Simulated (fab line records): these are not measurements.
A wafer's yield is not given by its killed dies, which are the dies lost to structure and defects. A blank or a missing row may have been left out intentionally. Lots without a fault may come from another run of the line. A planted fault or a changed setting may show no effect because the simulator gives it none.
Chamber matching ; flow nand_harc ; pecvd-04 running NHARC_A_M0_DEP_32: 3 sister chambers
The step deposits SiCN, target thk 30 nm. 30 wafers are shown with their chamber, then 12 later ones without.

## WAFERS WITH THEIR CHAMBER
wafer;chamber;heater_power_w (W)
L075.1;1;556
L075.2;2;615
L075.6;1;547
L077.1;2;649
L077.2;1;605
L077.6;0;660
L077.3;0;651
L077.4;1;596
L077.5;2;651
L080.1;1;596
L080.4;1;611
L080.6;0;679
L083.2;1;615
L083.5;2;593
L083.6;0;626
L083.1;0;613
L083.3;2;580
L083.4;1;644
L085.1;0;602
L085.5;2;573
L085.6;0;593
L081.1;1;655
L081.2;0;658
L081.5;0;661
L084.1;2;584
L084.4;0;649
L084.5;2;590
L086.1;1;655
L086.2;0;597
L086.4;2;658

SIGNATURES (means of the wafers above)
reading;chamber 0;chamber 1;chamber 2;scatter within a chamber
heater_power_w;635.36;608.00;610.33;33.7
Rule: distance of a wafer from a chamber = root of the sum over the readings of ((wafer's reading minus chamber's mean) / reading's scatter) squared. If the next closest chamber is less than 2 further off than the closest, the wafer can't be placed; otherwise it belongs to the closest. The scatter: the root of (the sum of the squares of (reading less its chamber's mean) over the shown wafers, divided by (wafers less chambers)).

## WAFERS WITH NO CHAMBER GIVEN
wafer;heater_power_w (W)
L092.1;596
L092.3;593
L092.5;608
L095.3;654
L095.5;628
L095.6;645
L097.1;608
L097.2;697
L097.6;641
L097.3;671
L097.4;612
L097.5;675

## WHICH CHAMBER EACH ONE RAN IN
wafer;from the rows above;in truth
L092.1;can't be placed: 1 or 2 or 0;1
L092.3;can't be placed: 1 or 2 or 0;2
L092.5;can't be placed: 1 or 2 or 0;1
L095.3;can't be placed: 0 or 2 or 1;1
L095.5;can't be placed: 0 or 2 or 1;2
L095.6;can't be placed: 0 or 2 or 1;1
L097.1;can't be placed: 1 or 2 or 0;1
L097.2;can't be placed: 0 or 2 or 1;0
L097.6;can't be placed: 0 or 2 or 1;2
L097.3;can't be placed: 0 or 2 or 1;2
L097.4;can't be placed: 2 or 1 or 0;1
L097.5;can't be placed: 0 or 2 or 1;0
0 of 12 placed correctly. Not placeable from these rows: 12 (in 12, the candidates include the true chamber). Wrongly placed: 0.
